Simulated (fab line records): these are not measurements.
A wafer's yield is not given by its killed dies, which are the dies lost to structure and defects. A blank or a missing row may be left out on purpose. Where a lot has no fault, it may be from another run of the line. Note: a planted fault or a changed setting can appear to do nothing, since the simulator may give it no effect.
Which tool was responsible? ; flow n5 finfet ; 72 wafers from 24 lots sampled at 4 of the route's 1938 steps

== WHAT EACH GAUGE READ, for each wafer ==
N5_BEOL_M1_INSPECT_13: inspects for defects (brightfield).
lot;measured;on;raw defect count
L074;day 6 08:34;defect inspect-01;229 272 274
L075;day 6 12:18;defect inspect-01;610 476 464
L076;day 6 12:38;defect inspect-01;381 330 419
L077;day 7 01:06;defect inspect-02;278 293 289
L078;day 7 06:49;defect inspect-02;490 527 451
L079;day 7 09:16;defect inspect-01;357 306 404
L080;day 7 12:19;defect inspect-01;406 373 343
L082;day 7 19:32;defect inspect-02;358 424 487
L081;day 8 05:08;defect inspect-01;289 284 290
L083;day 8 05:22;defect inspect-01;411 331 559
L084;day 8 13:51;defect inspect-01;431 333 320
L085;day 11 08:04;defect inspect-02;475 346 480
L088;day 11 08:14;defect inspect-02;368 363 375
L095;day 11 08:26;defect inspect-01;426 321 333
L094;day 11 08:55;defect inspect-02;277 353 262
L089;day 11 11:17;defect inspect-02;391 519 345
L090;day 11 13:45;defect inspect-01;363 293 215
L091;day 11 13:47;defect inspect-02;525 297 341
L092;day 11 13:50;defect inspect-02;333 509 334
L087;day 11 13:52;defect inspect-02;364 295 379
L093;day 11 13:54;defect inspect-02;494 453 508
L086;day 11 14:53;defect inspect-02;276 300 320
L096;day 11 15:08;defect inspect-02;472 400 360
L097;day 12 04:28;defect inspect-02;407 260 328

== TOOL THAT RAN EACH LOT (tool first, then ch and the chambers of the sampled wafers, then the start) ==
lot;N5_BEOL_M0_STRIP_104;N5_BEOL_M1_ILD_DEP_00;N5_BEOL_M1_PECVD_72
L074;rie diel-03 ch 0,1,2, day 6 01:51;pecvd-02 ch 0,1, day 6 06:39;pecvd-03 ch 0,1, day 6 06:46
L075;rie diel-02 ch 0,1,3, day 6 04:40;pecvd-02 ch 0,2, day 6 09:44;pecvd-01 ch 0,1, day 6 09:50
L076;rie diel-02 ch 1,2,3, day 6 07:50;pecvd-01 ch 0,1,2, day 6 11:40;pecvd-03 ch 0,1,2, day 6 11:47
L077;rie diel-04 ch 0,1,3, day 6 18:32;pecvd-01 ch 0,1,2, day 6 23:44;pecvd-02 ch 0,2, day 7 00:08
L078;rie diel-04 ch 1,2, day 7 00:07;pecvd-03 ch 1, day 7 04:50;pecvd-02 ch 1,2, day 7 04:58
L079;rie diel-02 ch 0,1,2, day 7 03:28;pecvd-01 ch 0,1,2, day 7 08:37;pecvd-03 ch 0,1, day 7 08:44
L080;rie diel-02 ch 1,2,3, day 7 07:07;pecvd-03 ch 0,1,2, day 7 10:01;pecvd-03 ch 0,1, day 7 10:07
L082;rie diel-02 ch 0,1,2, day 7 14:52;pecvd-03 ch 1,2, day 7 18:44;pecvd-01 ch 0,1, day 7 18:51
L081;rie diel-03 ch 0,1,3, day 7 23:10;pecvd-01 ch 0,1, day 8 03:17;pecvd-02 ch 1,2, day 8 03:23
L083;rie diel-02 ch 2,3, day 7 23:11;pecvd-02 ch 0,1,2, day 8 03:44;pecvd-01 ch 0,2, day 8 03:50
L084;rie diel-02 ch 0,2,3, day 8 07:11;pecvd-03 ch 0,1,2, day 8 12:43;pecvd-01 ch 1,2, day 8 12:49
L085;rie diel-03 ch 1,2, day 11 03:07;pecvd-03 ch 0,2, day 11 07:18;pecvd-01 ch 0,1, day 11 07:25
L088;rie diel-04 ch 0,2, day 11 03:29;pecvd-02 ch 1,2, day 11 07:34;pecvd-03 ch 1,2, day 11 07:41
L095;rie diel-04 ch 1,2,3, day 11 03:54;pecvd-02 ch 0,2, day 11 07:47;pecvd-03 ch 1,2, day 11 07:54
L094;rie diel-02 ch 2,3, day 11 04:48;pecvd-03 ch 0,1,2, day 11 08:17;pecvd-02 ch 1,2, day 11 08:23
L089;rie diel-02 ch 0,3, day 11 05:44;pecvd-03 ch 1,2, day 11 10:38;pecvd-01 ch 0,2, day 11 10:44
L090;rie diel-03 ch 1,2, day 11 06:04;pecvd-03 ch 0,2, day 11 11:14;pecvd-01 ch 0,2, day 11 11:20
L091;rie diel-04 ch 0,1,3, day 11 06:38;pecvd-02 ch 0,1,2, day 11 11:27;pecvd-03 ch 0,1,2, day 11 11:34
L092;rie diel-03 ch 1,2, day 11 06:40;pecvd-02 ch 0,1,2, day 11 11:40;pecvd-03 ch 0,1, day 11 11:46
L087;rie diel-03 ch 1,2,3, day 11 06:43;pecvd-01 ch 0,1,2, day 11 11:41;pecvd-02 ch 0,1,2, day 11 11:47
L093;rie diel-02 ch 0,1, day 11 08:23;pecvd-01 ch 0,1,2, day 11 12:14;pecvd-02 ch 0,1, day 11 12:20
L086;rie diel-04 ch 2,3, day 11 09:55;pecvd-01 ch 0,1, day 11 13:24;pecvd-02 ch 0,1,2, day 11 13:31
L096;rie diel-02 ch 1,2,3, day 11 10:07;pecvd-03 ch 0,1, day 11 13:50;pecvd-01 ch 0,1, day 11 13:56
L097;rie diel-02 ch 1,2,3, day 11 22:22;pecvd-02 ch 0,1,2, day 12 03:18;pecvd-03 ch 0,1, day 12 03:24
- N5_BEOL_M0_STRIP_104: strips in N2/H2.
- N5_BEOL_M1_ILD_DEP_00: deposits SiOC from DEMS/O2, target thk 79 nm, time 15.3 s.
- N5_BEOL_M1_PECVD_72: deposits SiO2 from TEOS/O2, target thk 16 nm, time 18 s.

== AS READ BY THE TOOLS THEMSELVES (means over the sampled wafers that have a number; for cases with no such wafer, the mark the record gives instead) ==
N5_BEOL_M0_STRIP_104.
lot;tool;bias power w (W);drypump motor current A (A);oes product au (a.u.);rf vpp V (V);showerhead plenum p Torr (Torr);temp c (C);throttle valve pct (%)
L074;rie diel-03;6.989;5.6;0.78;58.9;2.50;39.91;23.70
L075;rie diel-02;7.009;6.3;0.79;59.5;2.48;40.04;23.91
L076;rie diel-02;6.996;6.2;0.80;59.7;2.56;40.11;23.72
L077;rie diel-04;6.997;6.0;0.92;57.5;2.51;40.05;23.23
L078;rie diel-04;7.012;6.3;0.85;59.7;2.52;39.91;23.60
L079;rie diel-02;6.983;6.2;0.84;59.2;2.61;40.05;23.59
L080;rie diel-02;7.008;6.2;0.88;60.3;2.66;39.90;23.60
L082;rie diel-02;7.012;6.2;0.83;59.2;2.60;39.97;23.63
L081;rie diel-03;7.006;5.7;0.81;59.0;2.55;40.06;23.54
L083;rie diel-02;7.002;6.1;0.84;60.9;2.64;40.03;23.60
L084;rie diel-02;7.000;6.3;0.80;59.4;2.56;39.90;23.75
L085;rie diel-03;7.012;5.6;0.77;58.4;2.54;39.90;23.68
L088;rie diel-04;7.000;6.3;0.76;59.6;2.42;39.95;23.69
L095;rie diel-04;7.000;6.0;0.80;59.5;2.48;40.02;23.50
L094;rie diel-02;6.999;6.2;0.82;58.5;2.61;39.91;23.81
L089;rie diel-02;6.976;6.4;0.76;58.0;2.47;39.93;23.99
L090;rie diel-03;6.996;5.6;0.78;59.2;2.54;40.05;23.72
L091;rie diel-04;7.002;6.0;0.87;59.7;2.50;39.93;23.28
L092;rie diel-03;7.018;5.6;0.77;59.2;2.54;40.01;23.71
L087;rie diel-03;7.001;5.5;0.76;59.8;2.58;40.04;23.67
L093;rie diel-02;6.978;6.3;0.81;60.8;2.61;40.04;23.71
L086;rie diel-04;7.024;6.0;0.75;56.7;2.42;40.08;23.66
L096;rie diel-02;6.999;6.2;0.84;60.1;2.65;40.12;23.68
L097;rie diel-02;7.007;6.2;0.82;57.5;2.65;39.92;23.68

N5_BEOL_M1_ILD_DEP_00.
lot;tool;heater power w (W);showerhead plenum p Torr (Torr);throttle valve pct (%)
L074;pecvd-02;431;5.685;12.4
L075;pecvd-02;590;5.680;11.9
L076;pecvd-01;547;5.709;12.4
L077;pecvd-01;593;5.691;12.3
L078;pecvd-03;483;5.692;12.5
L079;pecvd-01;610;5.688;12.4
L080;pecvd-03;512;5.694;12.3
L082;pecvd-03;491;5.689;12.3
L081;pecvd-01;527;5.710;13.2
L083;pecvd-02;522;5.678;12.1
L084;pecvd-03;500;5.698;12.5
L085;pecvd-03;455;5.705;12.7
L088;pecvd-02;513;5.688;12.0
L095;pecvd-02;521;5.675;12.2
L094;pecvd-03;491;5.695;12.4
L089;pecvd-03;530;5.687;12.4
L090;pecvd-03;505;5.700;12.4
L091;pecvd-02;513;5.687;12.2
L092;pecvd-02;538;5.686;12.2
L087;pecvd-01;564;5.692;12.4
L093;pecvd-01;548;5.701;12.5
L086;pecvd-01;523;5.714;13.3
L096;pecvd-03;452;5.698;12.4
L097;pecvd-02;541;5.679;12.2

N5_BEOL_M1_PECVD_72.
lot;tool;heater power w (W);showerhead plenum p Torr (Torr);throttle valve pct (%)
L074;pecvd-03;782;8.80;23.4
L075;pecvd-01;683;8.83;24.1
L076;pecvd-03;766;8.79;23.2
L077;pecvd-02;792;8.74;22.7
L078;pecvd-02;744;8.74;22.5
L079;pecvd-03;740;8.82;23.3
L080;pecvd-03;698;8.82;23.4
L082;pecvd-01;773;8.88;24.7
L081;pecvd-02;775;8.73;22.6
L083;pecvd-01;763;8.81;23.9
L084;pecvd-01;787;8.74;22.6
L085;pecvd-01;712;8.82;24.0
L088;pecvd-03;783;8.75;23.1
L095;pecvd-03;813;8.77;23.2
L094;pecvd-02;743;8.75;22.5
L089;pecvd-01;895;8.82;23.9
L090;pecvd-01;968;8.73;22.6
L091;pecvd-03;758;8.78;23.3
L092;pecvd-03;773;8.78;23.5
L087;pecvd-02;797;8.74;22.8
L093;pecvd-02;718;8.74;23.0
L086;pecvd-02;798;8.73;22.9
L096;pecvd-01;757;8.87;24.6
L097;pecvd-03;731;8.83;23.5

== THE ANSWER, worked out from the rows above alone ==
Rule: usual is defined by the lots themselves. Put in order of their means at a reading, lots are off if they are a third of the lots or fewer, leave a main group of 4 or more, and stand apart from it by a gap of 3 or more times the standard deviation of the main group's means; of several such gaps the widest counts. If all means in a main group match to the digits the tables above print for the reading, that group is not used. A lot without any number at a reading at which 4 lots or more have one is off too. The other lots that the step has rows for count as sound. After the gauges, taken in route order, come the tools' own readings; for these a lot's mean is taken, as printed above. The first step at which some lot is off is used, and at that step the reading that is off furthest; a lot without a number counts as furthest.
Across all readings shown, no lot is off: no conclusion can be drawn from this.

== WHAT THE SIMULATOR PUT IN ==
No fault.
